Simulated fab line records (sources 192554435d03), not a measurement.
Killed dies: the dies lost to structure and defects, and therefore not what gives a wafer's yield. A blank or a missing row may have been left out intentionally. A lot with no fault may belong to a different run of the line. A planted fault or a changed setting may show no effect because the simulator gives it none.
Split-lot study    flow n5_finfet    7 lots, 21 wafers read, on a route of 1938 steps

== THE SPLIT ITSELF ==
At N5_MOL_CONTACT_COAG_COAT_77 (time 60 s, resist thk 10 nm), the setting spin_rpm was moved away from the recipe's 1500 rpm on 5 of the 21 wafers read, by -10.4% to +8.1%. All remaining wafers had this setting at the recipe value.

== FROM THE SPLIT TO THE READING: what the file shows between them, 3 steps ==
- N5_MOL_CONTACT_COAG_COAT_78: resist thk 40 nm
- N5_MOL_CONTACT_COAG_EBR_80
- N5_MOL_CONTACT_COAG_DESCUM_88: chemistry O2, time 7 s

== THE READING ==
etch.depth_nm (the simulator's own value, which no gauge read), in nm, at N5_MOL_CONTACT_COAG_ETCH_89 (etches underlayer in N2/H2, target depth 13 nm, time 10.4 s). The file gives no usual value for it. Across the 16 wafers here that went through the recipe, the average is 9.996 nm and the standard deviation 0.024 nm.

wafer   tool, chamber at the split  spin_rpm as run, rpm  against the recipe  etch.depth_nm, nm  against lot-mates on the recipe
L081.1  litho_track-04, 0           1500                  recipe              9.974              -
L081.2  litho_track-04, 0           1622                  +8.1%               9.616              -0.358
L081.3  litho_track-04, 0           1622                  +8.1%               9.587              -0.387
L082.2  litho_track-03, 0           1500                  recipe              9.964              -
L082.4  litho_track-03, 0           1500                  recipe              9.979              -
L082.6  litho_track-03, 0           1500                  recipe              9.988              -
L083.3  litho_track-04, 0           1500                  recipe              9.949              -
L083.4  litho_track-04, 0           1344                  -10.4%              10.55              +0.576
L083.6  litho_track-04, 0           1500                  recipe              10                 -
L086.1  litho_track-05, 0           1500                  recipe              9.986              -
L086.2  litho_track-05, 0           1354                  -9.7%               10.53              +0.544
L086.3  litho_track-05, 0           1354                  -9.7%               10.51              +0.524
L087.1  litho_track-05, 0           1500                  recipe              10.04              -
L087.2  litho_track-05, 0           1500                  recipe              10.02              -
L087.3  litho_track-05, 0           1500                  recipe              10.02              -
L088.1  litho_track-04, 0           1500                  recipe              9.977              -
L088.4  litho_track-04, 0           1500                  recipe              10.01              -
L088.6  litho_track-04, 0           1500                  recipe              10.02              -
L090.2  litho_track-03, 0           1500                  recipe              10.02              -
L090.4  litho_track-03, 0           1500                  recipe              9.991              -
L090.6  litho_track-03, 0           1500                  recipe              9.991              -

THE FIT
A straight line over all 21 wafers: etch.depth_nm changes by -0.0519 nm for each +1% of spin_rpm; r = -0.99; the points scatter about the line by 0.025 nm.
The same after taking each lot's own level away (the mean of its wafers on the recipe; 21 wafers): -0.0519 nm for each +1%; r = -1.00; scatter 0.023 nm.
That fit puts the effect of the largest move of spin_rpm on the reading at 0.54 nm.
The span of the lots' own levels, 9.9740 to 10.0267 nm, comes to 2.2 times the standard deviation stated above.
Consequently the slope shifts little with the lot-to-lot level, the two slopes agreeing.
Check: for one of the wafers moved furthest among these (-10.4%), held out of the fit, the line's prediction against its lot-mates is +0.539 nm. Against them it came out at +0.576 nm.

== THE WHOLE CHAIN: every reading that the file lists as answering this split, in the file's order ==
step                         what it does                                                 reading                                                                                         change (the file's fit)                 r (the file's)
N5_MOL_CONTACT_COAG_COAT_77  time 60 s, resist thk 10 nm                                  underlayer_of_MOL_CONTACT_COAG_COAT_77.thk_nm (the simulator's own value, which no gauge read)  -0.057 nm for each +1% of the setting   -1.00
N5_MOL_CONTACT_COAG_ETCH_89  etches underlayer in N2/H2, target depth 13 nm, time 10.4 s  CAR-EUV_of_MOL_CONTACT_COAG_COAT_78.thk_nm (the simulator's own value, which no gauge read)     +0.0681 nm for each +1% of the setting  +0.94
N5_MOL_CONTACT_COAG_ETCH_89  etches underlayer in N2/H2, target depth 13 nm, time 10.4 s  etch.depth_nm (the simulator's own value, which no gauge read)                                  -0.0529 nm for each +1% of the setting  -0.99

== FILE'S OWN FIT ==
etch.depth_nm changes by -0.0529 nm for each +1% of spin_rpm, r = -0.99.
